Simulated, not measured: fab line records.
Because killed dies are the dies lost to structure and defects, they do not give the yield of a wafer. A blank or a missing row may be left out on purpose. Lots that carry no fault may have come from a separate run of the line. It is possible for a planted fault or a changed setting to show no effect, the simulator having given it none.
Comparing a struck lot with a sound one + flow n5_finfet + 15 steps out of a route of 1938
Sound: the wafers L498.1, L498.2, L498.4. Struck: wafer L506.2; the same lot's L506.6 was not struck, so it is left out; see the end for the cause.
At each step with rows: each side's tool, then ch and its chambers, then its first start. Under that, the readings that differ: sound wafers + struck wafers + difference of the means + sigmas: that difference in standard deviations of wafers without a fault.
alike: same words and numbers on both sides, and readings whose means sit less than 2 such deviations apart. not compared: any withheld reading, any reading some wafer has no value for, any bound like >300 that may hide the same value, and any number with overlapping values for which the record gives no deviation.
The two part at a step that has a row with sigmas, a row that says differs or no value, or rows on one side only. Non-overlapping numbers with no deviation appear without sigmas and do not part them. A reading missing from all wafers of one side parts the sides only when that side holds two or more wafers.

first, 4 steps without rows for these wafers: N5_BEOL_M2_ANNEAL_87 (time 240 s); N5_BEOL_M2_SPUTTER_88 (material Cu, target thk 4.5 nm, time 8.29 s); N5_BEOL_M2_ANNEAL_89 (time 240 s); N5_BEOL_M2_SPUTTER_90 (material Cu, target thk 4.5 nm, time 8.29 s).
N5_BEOL_M2_ANNEAL_91: time 240 s.
  struck on pvd_sputter-02, day 10 17:23; sound on pvd_sputter-02, day 8 14:43
  alike: heater_power_w
then, 1 step without rows for these wafers: N5_BEOL_M2_SPUTTER_92 (material Cu, target thk 4.5 nm, time 8.29 s).
N5_BEOL_M2_ANNEAL_93: time 240 s.
  struck on pvd_sputter-02, day 10 17:36; sound on pvd_sputter-02, day 8 14:56
  alike: heater_power_w
N5_BEOL_M2_SPUTTER_94: material Cu, target thk 4.5 nm, time 8.29 s.
  struck on pvd_sputter-02, day 10 17:44; sound on pvd_sputter-02, day 8 15:04
| reading                    | sound          | struck | difference | sigmas |
|----------------------------|----------------|--------|------------|--------|
| chuck_gas_flow_sccm (sccm) | 1.21 1.32 1.19 | 1.39   | +0.15      | +3     |
  alike: throttle_valve_pct
N5_BEOL_M2_ANNEAL_95: time 240 s.
  struck on pvd_sputter-02, day 10 17:49; sound on pvd_sputter-02, day 8 15:09
  alike: heater_power_w
then, 2 steps without rows for these wafers: N5_BEOL_M2_SPUTTER_96 (material Cu, target thk 4.5 nm, time 8.29 s); N5_BEOL_M2_ECD_50 (material Cu, target thk 300 nm).
N5_BEOL_M2_ANNEAL_51: time 90 s.
  sound on rtp_anneal-01 ch 0, day 8 15:38; struck on rtp_anneal-02 ch 0, day 10 18:12
  alike: wafer_temp_C_max
N5_BEOL_M2_CMP_52: polishes, stops on SiOC, t overpolish 6.8 s, target thk 40 nm.
  sound on cmp-04 ch 0,1,3, day 8 15:57; struck on cmp-01 ch 0, day 10 18:34
| reading                                      | sound          | struck | difference | sigmas |
|----------------------------------------------|----------------|--------|------------|--------|
| barrier_field_endpoint_s (s)                 | 25.6 24.0 24.5 | 13.4   | -11.3      | -15    |
| time_to_endpoint_s (s)                       | 63 58 62       | 31     | -30        | -8     |
| model.SiOC_of_BEOL_M2_ILD_DEP_00.thk_nm (nm) | 76.4 75.4 76   | 71.8   | -4.1       |        |
  alike: motor_current_A, overpolish_run_s, slurry_filter_dp_kPa
N5_BEOL_M4_RC_MEAS_101:
  sound on prober-01 ch 0, day 9 23:17; struck on prober-02 ch 0, day 11 19:03
  alike: DIBL_N, DIBL_P, IOFF_N, IOFF_P, ION_N, ION_P, SS_N, SS_P, VT_N, VT_P
N5_PASSIVATION_PROBE_49:
  rows exist in the record for the sound wafers here (prober-01, day 14 07:02), none for the struck ones

## WHERE THEY PART
Earliest at N5_BEOL_M2_SPUTTER_94; latest, in this record, at N5_PASSIVATION_PROBE_49.

WHY: what had been put in by the simulator
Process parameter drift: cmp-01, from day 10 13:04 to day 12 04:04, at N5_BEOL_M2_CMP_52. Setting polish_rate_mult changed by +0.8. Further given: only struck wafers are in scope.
